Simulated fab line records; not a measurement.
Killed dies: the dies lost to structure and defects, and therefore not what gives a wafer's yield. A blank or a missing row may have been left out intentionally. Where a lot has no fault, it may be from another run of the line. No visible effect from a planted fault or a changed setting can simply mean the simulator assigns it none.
The tool behind it: which one? | flow nand_harc | 24 lots with 72 wafers sampled at 5 steps, on a route of 1302 steps

== WHAT EACH GAUGE READ, for each wafer ==
NHARC_P_M1_CD_MEAS_09: target cd 130 nm. Usual: cd_nm reads 129.9 nm (standard deviation 0.66).
lot  | measured     | on        | cd_nm (nm)        | flag
L074 | day 6 15:32  | cd_sem-01 | 129.3 130.1 130.0 |
L075 | day 6 16:47  | cd_sem-03 | 130.8 129.5 130.5 |
L076 | day 7 11:10  | cd_sem-03 | 129.2 130.3 128.8 |
L077 | day 8 00:28  | cd_sem-01 | 130.1 128.8 129.8 |
L078 | day 8 00:09  | cd_sem-03 | 130.3 129.6 130.0 |
L079 | day 8 13:00  | cd_sem-02 | 130.8 129.2 130.8 |
L080 | day 9 04:24  | cd_sem-02 | 130.9 130.8 130.5 |
L081 | day 9 02:17  | cd_sem-01 | 129.2 129.7 130.2 |
L082 | day 9 17:48  | cd_sem-02 | 129.9 129.0 129.0 |
L083 | day 10 00:41 | cd_sem-02 | 131.1 129.4 129.7 |
L084 | day 10 18:36 | cd_sem-02 | 130.6 128.9 129.7 |
L085 | day 11 00:56 | cd_sem-01 | 129.9 129.1 128.8 |
L086 | day 11 01:31 | cd_sem-01 | 129.2 129.1 128.8 |
L087 | day 12 03:38 | cd_sem-03 | 129.9 129.8 129.5 |
L088 | day 12 04:34 | cd_sem-03 | 130.4 130.1 129.7 |
L089 | day 12 09:01 | cd_sem-01 | 130.4 131.3 129.2 |
L090 | day 13 00:38 | cd_sem-01 | 129.4 129.9 129.8 |
L091 | day 13 10:38 | cd_sem-03 | 129.9 129.8 130.6 |
L092 | day 14 07:37 | cd_sem-01 | 129.5 129.3 130.9 |
L093 | day 14 11:51 | cd_sem-03 | 130.2 130.3 129.6 |
L094 | day 14 15:23 | cd_sem-01 | 130.7 130.8 129.7 |
L095 | day 15 06:31 | cd_sem-03 | 128.6 130.5 129.1 |
L096 | day 15 11:08 | cd_sem-01 | 129.4 129.8 129.5 |
L097 | day 15 15:25 | cd_sem-01 | 130.3 130.9 129.9 |

NHARC_P_M1_THK_MEAS_24: measures by xrf. Usual: thk_nm reads 158.0 nm (standard deviation 1.6).
lot  | measured     | on            | thk_nm (nm)       | flag
L074 | day 6 18:08  | film_metro-02 | 158.8 158.5 160.4 |
L075 | day 6 19:51  | film_metro-01 | 156.8 159.9 154.9 |
L076 | day 7 13:46  | film_metro-02 | 159.1 160.4 159.4 |
L077 | day 8 03:33  | film_metro-02 | 156.6 153.3 155.1 |
L078 | day 8 02:45  | film_metro-02 | 158.0 158.8 156.7 |
L079 | day 8 15:40  | film_metro-02 | 159.5 160.5 160.7 |
L080 | day 9 07:04  | film_metro-02 | 157.0 156.1 155.4 |
L081 | day 9 04:52  | film_metro-01 | 158.1 160.6 158.8 |
L082 | day 9 20:23  | film_metro-02 | 159.9 157.9 157.7 |
L083 | day 10 03:19 | film_metro-02 | 157.5 158.5 159.4 |
L084 | day 10 21:13 | film_metro-01 | 159.4 157.3 158.1 |
L085 | day 11 03:33 | film_metro-01 | 157.6 156.4 156.7 |
L086 | day 11 04:10 | film_metro-01 | 157.4 157.6 156.6 |
L087 | day 12 06:13 | film_metro-01 | 158.7 158.4 159.0 |
L088 | day 12 07:22 | film_metro-02 | 158.0 156.9 157.7 |
L089 | day 12 11:55 | film_metro-01 | 156.1 158.1 161.0 |
L090 | day 13 03:15 | film_metro-02 | 156.6 160.2 155.9 |
L091 | day 13 13:14 | film_metro-01 | 160.6 159.9 155.4 |
L092 | day 14 10:13 | film_metro-02 | 160.0 160.1 157.6 |
L093 | day 14 14:27 | film_metro-02 | 158.3 157.2 159.2 |
L094 | day 14 17:59 | film_metro-02 | 154.3 158.3 159.0 |
L095 | day 15 09:07 | film_metro-01 | 158.4 158.4 160.1 |
L096 | day 15 13:50 | film_metro-02 | 156.7 157.1 159.4 |
L097 | day 15 18:07 | film_metro-02 | 157.4 158.3 157.6 |

NHARC_P_M2_INSPECT_27. Usual: raw_defect_count reads 337 (standard deviation 120).
lot  | measured     | on                | raw_defect_count | flag
L074 | day 6 22:32  | defect_inspect-02 | 404 509 283      |
L075 | day 7 00:01  | defect_inspect-01 | 352 317 268      |
L076 | day 7 18:04  | defect_inspect-02 | 359 391 260      |
L077 | day 8 07:45  | defect_inspect-02 | 480 565 400      |
L078 | day 8 07:05  | defect_inspect-01 | 258 310 229      |
L079 | day 8 20:03  | defect_inspect-02 | 298 266 444      |
L080 | day 9 11:28  | defect_inspect-02 | 271 285 338      |
L081 | day 9 09:13  | defect_inspect-02 | 249 175 234      |
L082 | day 10 01:08 | defect_inspect-01 | 367 307 310      |
L083 | day 10 07:40 | defect_inspect-02 | 178 174 320      |
L084 | day 11 01:31 | defect_inspect-01 | 274 522 240      |
L085 | day 11 07:53 | defect_inspect-02 | 484 482 497      |
L086 | day 11 08:31 | defect_inspect-02 | 194 234 172      |
L087 | day 12 10:43 | defect_inspect-01 | 324 362 562      |
L088 | day 12 11:49 | defect_inspect-02 | 310 168 367      |
L089 | day 12 16:15 | defect_inspect-01 | 286 513 267      |
L090 | day 13 07:31 | defect_inspect-02 | 369 272 333      |
L091 | day 13 17:36 | defect_inspect-02 | 683 403 369      |
L092 | day 14 14:38 | defect_inspect-01 | 170 514 211      |
L093 | day 14 18:47 | defect_inspect-01 | 394 257 339      |
L094 | day 14 22:18 | defect_inspect-01 | 201 260 285      |
L095 | day 15 13:35 | defect_inspect-01 | 576 611 616      |
L096 | day 15 18:01 | defect_inspect-02 | 167 247 217      |
L097 | day 15 22:18 | defect_inspect-01 | 406 267 427      |

== WHAT TOOL EACH LOT RAN ON (gives the tool, then ch and the chambers of the sampled wafers, and finally the start) ==
lot  | NHARC_P_ZERO_WELL_ETCH_65          | NHARC_P_CONTACT_DEGAS_38
L074 | rie_diel-06 ch 2,3, day 1 21:29    | pvd_sputter-02, day 6 09:12
L075 | rie_diel-04 ch 0,2, day 2 07:32    | pvd_sputter-03, day 6 10:04
L076 | rie_diel-06 ch 0,1,3, day 2 17:23  | pvd_sputter-02, day 7 04:25
L077 | rie_diel-01 ch 1,2, day 3 03:35    | pvd_sputter-01, day 7 17:52
L078 | rie_diel-04 ch 0,3, day 3 13:37    | pvd_sputter-03, day 7 17:43
L079 | rie_diel-01 ch 0,2,3, day 4 00:22  | pvd_sputter-02, day 8 06:35
L080 | rie_diel-04 ch 0,1, day 4 09:21    | pvd_sputter-01, day 8 22:06
L081 | rie_diel-04 ch 1,3, day 4 19:29    | pvd_sputter-01, day 8 19:17
L082 | rie_diel-06 ch 0,1,3, day 5 05:22  | pvd_sputter-02, day 9 11:21
L083 | rie_diel-04 ch 1,2,3, day 5 15:29  | pvd_sputter-01, day 9 17:34
L084 | rie_diel-04 ch 0,1,3, day 6 01:29  | pvd_sputter-03, day 10 11:55
L085 | rie_diel-04 ch 1,2, day 6 11:29    | pvd_sputter-03, day 10 18:34
L086 | rie_diel-04 ch 1,3, day 6 21:31    | pvd_sputter-02, day 10 19:00
L087 | rie_diel-04 ch 0,1,2, day 7 07:22  | pvd_sputter-03, day 11 21:05
L088 | rie_diel-04 ch 0,1,2, day 7 17:21  | pvd_sputter-01, day 11 22:07
L089 | rie_diel-04 ch 0,1,2, day 8 03:31  | pvd_sputter-03, day 12 02:15
L090 | rie_diel-01 ch 0,2,3, day 8 13:28  | pvd_sputter-03, day 12 18:28
L091 | rie_diel-06 ch 1,2, day 8 23:22    | pvd_sputter-01, day 13 04:22
L092 | rie_diel-06 ch 0,3, day 9 09:30    | pvd_sputter-03, day 14 01:08
L093 | rie_diel-06 ch 1,2,3, day 9 19:24  | pvd_sputter-01, day 14 05:16
L094 | rie_diel-06 ch 0,2, day 10 05:31   | pvd_sputter-03, day 14 08:54
L095 | rie_diel-01 ch 1,3, day 10 15:31   | pvd_sputter-01, day 14 23:58
L096 | rie_diel-01 ch 0,2,3, day 11 01:29 | pvd_sputter-01, day 15 04:25
L097 | rie_diel-06 ch 0,1,2, day 11 11:22 | pvd_sputter-02, day 15 08:58
- NHARC_P_ZERO_WELL_ETCH_65: etches the open film in N2/H2, target depth 80 nm, overetch 24 nm, time 87.88 s.
- NHARC_P_CONTACT_DEGAS_38: time 60 s.

== WHAT THE TOOLS THEMSELVES READ (means of the sampled wafers that have a number; where no wafer has one, the mark that the record gives instead) ==
NHARC_P_ZERO_WELL_ETCH_65. Usual: drypump_motor_current_A 5.8 A, standard deviation 0.44; oes_product_au 0.994 a.u., standard deviation 0.01; rf_vpp_V 429.6 V, standard deviation 2.9; showerhead_plenum_p_Torr 2.00 Torr, standard deviation 0.096; throttle_valve_pct 14.170 %, standard deviation 0.0091.
lot  | tool        | drypump_motor_current_A (A) | oes_product_au (a.u.) | rf_vpp_V (V) | showerhead_plenum_p_Torr (Torr) | throttle_valve_pct (%) | flag
L074 | rie_diel-06 | 5.8                         | 0.991                 | 430.9        | 2.06                            | 14.172                 |
L075 | rie_diel-04 | 5.8                         | 0.992                 | 429.4        | 1.99                            | 14.165                 |
L076 | rie_diel-06 | 6.2                         | 0.984                 | 431.6        | 2.06                            | 14.169                 |
L077 | rie_diel-01 | 6.2                         | 0.978                 | 432.1        | 2.09                            | 14.163                 |
L078 | rie_diel-04 | 5.9                         | 0.992                 | 428.7        | 1.99                            | 14.168                 |
L079 | rie_diel-01 | 5.3                         | 1.008                 | 429.9        | 2.00                            | 14.170                 |
L080 | rie_diel-04 | 5.7                         | 0.998                 | 429.1        | 1.97                            | 14.178                 |
L081 | rie_diel-04 | 5.9                         | 0.994                 | 428.4        | 1.93                            | 14.171                 |
L082 | rie_diel-06 | 6.2                         | 0.981                 | 430.3        | 2.05                            | 14.172                 |
L083 | rie_diel-04 | 5.9                         | 0.990                 | 426.4        | 1.92                            | 14.162                 |
L084 | rie_diel-04 | 5.9                         | 0.998                 | 427.7        | 1.96                            | 14.178                 |
L085 | rie_diel-04 | 5.8                         | 0.993                 | 427.2        | 1.92                            | 14.169                 |
L086 | rie_diel-04 | 5.9                         | 0.998                 | 428.3        | 1.93                            | 14.173                 |
L087 | rie_diel-04 | 5.8                         | 0.994                 | 428.5        | 1.96                            | 14.176                 |
L088 | rie_diel-04 | 5.8                         | 0.997                 | 428.8        | 1.95                            | 14.171                 |
L089 | rie_diel-04 | 5.8                         | 1.001                 | 427.7        | 1.95                            | 14.164                 |
L090 | rie_diel-01 | 5.3                         | 1.003                 | 429.8        | 1.99                            | 14.165                 |
L091 | rie_diel-06 | 5.8                         | 0.982                 | 429.9        | 2.00                            | 14.171                 |
L092 | rie_diel-06 | 5.9                         | 0.989                 | 433.2        | 2.12                            | 14.162                 |
L093 | rie_diel-06 | 6.0                         | 0.996                 | 431.3        | 2.07                            | 14.175                 |
L094 | rie_diel-06 | 5.5                         | 0.997                 | 428.9        | 1.97                            | 14.171                 |
L095 | rie_diel-01 | 5.6                         | 0.991                 | 429.9        | 2.01                            | 14.167                 |
L096 | rie_diel-01 | 5.3                         | 1.000                 | 429.5        | 1.98                            | 14.170                 |
L097 | rie_diel-06 | 5.9                         | 0.997                 | 431.5        | 2.07                            | 14.171                 |

NHARC_P_CONTACT_DEGAS_38. Usual: heater_power_w reads 451 W (standard deviation 36).
lot  | tool           | heater_power_w (W) | flag
L074 | pvd_sputter-02 | 467                |
L075 | pvd_sputter-03 | 442                |
L076 | pvd_sputter-02 | 466                |
L077 | pvd_sputter-01 | 470                |
L078 | pvd_sputter-03 | 456                |
L079 | pvd_sputter-02 | 489                |
L080 | pvd_sputter-01 | 434                |
L081 | pvd_sputter-01 | 466                |
L082 | pvd_sputter-02 | 455                |
L083 | pvd_sputter-01 | 441                |
L084 | pvd_sputter-03 | 471                |
L085 | pvd_sputter-03 | 412                |
L086 | pvd_sputter-02 | 447                |
L087 | pvd_sputter-03 | 441                |
L088 | pvd_sputter-01 | 434                |
L089 | pvd_sputter-03 | 424                |
L090 | pvd_sputter-03 | 419                |
L091 | pvd_sputter-01 | 431                |
L092 | pvd_sputter-03 | 436                |
L093 | pvd_sputter-01 | 471                |
L094 | pvd_sputter-03 | 413                |
L095 | pvd_sputter-01 | 437                |
L096 | pvd_sputter-01 | 471                |
L097 | pvd_sputter-02 | 456                |

== THE ANSWER, worked out from the rows above alone ==
Rule: lot off if the mean of its wafers having a number is beyond 3 standard deviations from the usual mean. A lot without any number at a reading at which 4 lots or more have one is off too. Where the step has rows for the other lots, those lots are counted as sound. First the gauges in route order, then the tools' own readings, where a lot's mean is used as printed above. At the first step where some lot is off, the reading lying furthest off is the one used; lots without a number count as furthest.
Across all readings shown, no lot is off: no conclusion can be drawn from this.

== WHAT THE SIMULATOR PUT IN ==
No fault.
